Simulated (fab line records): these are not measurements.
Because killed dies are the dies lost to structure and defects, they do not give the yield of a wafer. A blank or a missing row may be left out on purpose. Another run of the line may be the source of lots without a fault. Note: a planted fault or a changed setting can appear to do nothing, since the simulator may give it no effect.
Matching of chambers	flow nandHarc	4 sister chambers for NHARC_P_GATE_STRIP_108 on rieDiel-09
The step strips in O2. 16 wafers are shown with their chamber, then 8 later ones without.

WAFERS, EACH WITH ITS CHAMBER
wafer	chamber	showerheadPlenumPTorr (Torr)	drypumpMotorCurrentA (A)	oesProductAu (a.u.)
L270.4	2	3.67	6.1	0.999
L270.5	1	3.44	6.0	0.998
L270.6	0	3.66	5.5	0.991
L273.2	3	3.48	6.3	1.003
L273.4	0	3.66	5.4	0.999
L273.6	1	3.44	6.0	0.978
L277.2	1	3.43	6.0	0.989
L277.4	0	3.66	5.5	0.997
L277.6	1	3.43	6.0	0.983
L278.3	1	3.43	6.0	0.987
L278.4	3	3.48	6.3	0.996
L278.5	3	3.48	6.3	0.997
L285.1	0	3.65	5.4	1.002
L285.4	2	3.66	6.1	0.986
L285.6	1	3.43	6.0	0.984
L286.1	0	3.65	5.4	1.004

SIGNATURES, as means of the wafers listed above
reading	chamber 0	chamber 1	chamber 2	chamber 3	scatter within a chamber
showerheadPlenumPTorr	3.6560	3.4333	3.6650	3.4800	0.00503
drypumpMotorCurrentA	5.440	6.000	6.100	6.300	0.0316
oesProductAu	0.99860	0.98650	0.99250	0.99867	0.00608
Rule: for each reading, subtract the chamber's mean from the wafer's reading, divide by that reading's scatter and square the result; add these up over the readings and take the root, which gives the wafer's distance from the chamber. If the next closest chamber is less than 2 further off than the closest, the wafer can't be placed; otherwise it belongs to the closest. The scatter: the root of (the sum of the squares of (reading less its chamber's mean) over the shown wafers, divided by (wafers less chambers)).

WAFERS MISSING THEIR CHAMBER
wafer	showerheadPlenumPTorr (Torr)	drypumpMotorCurrentA (A)	oesProductAu (a.u.)
L286.3	3.66	6.1	1.002
L286.6	3.48	6.3	1.005
L292.1	3.47	6.3	0.997
L292.4	3.65	5.4	0.977
L292.6	3.42	6.0	0.983
L291.1	3.65	5.5	1.002
L291.2	3.42	6.0	0.992
L291.4	3.66	6.1	0.996

EACH ONE'S CHAMBER
wafer	from the rows above	in truth
L286.3	2	2
L286.6	3	3
L292.1	3	3
L292.4	0	0
L292.6	1	1
L291.1	0	0
L291.2	1	1
L291.4	2	2
Correct placement for 8 of the 8. Number that these rows cannot place: 0. Number placed wrongly: 0.
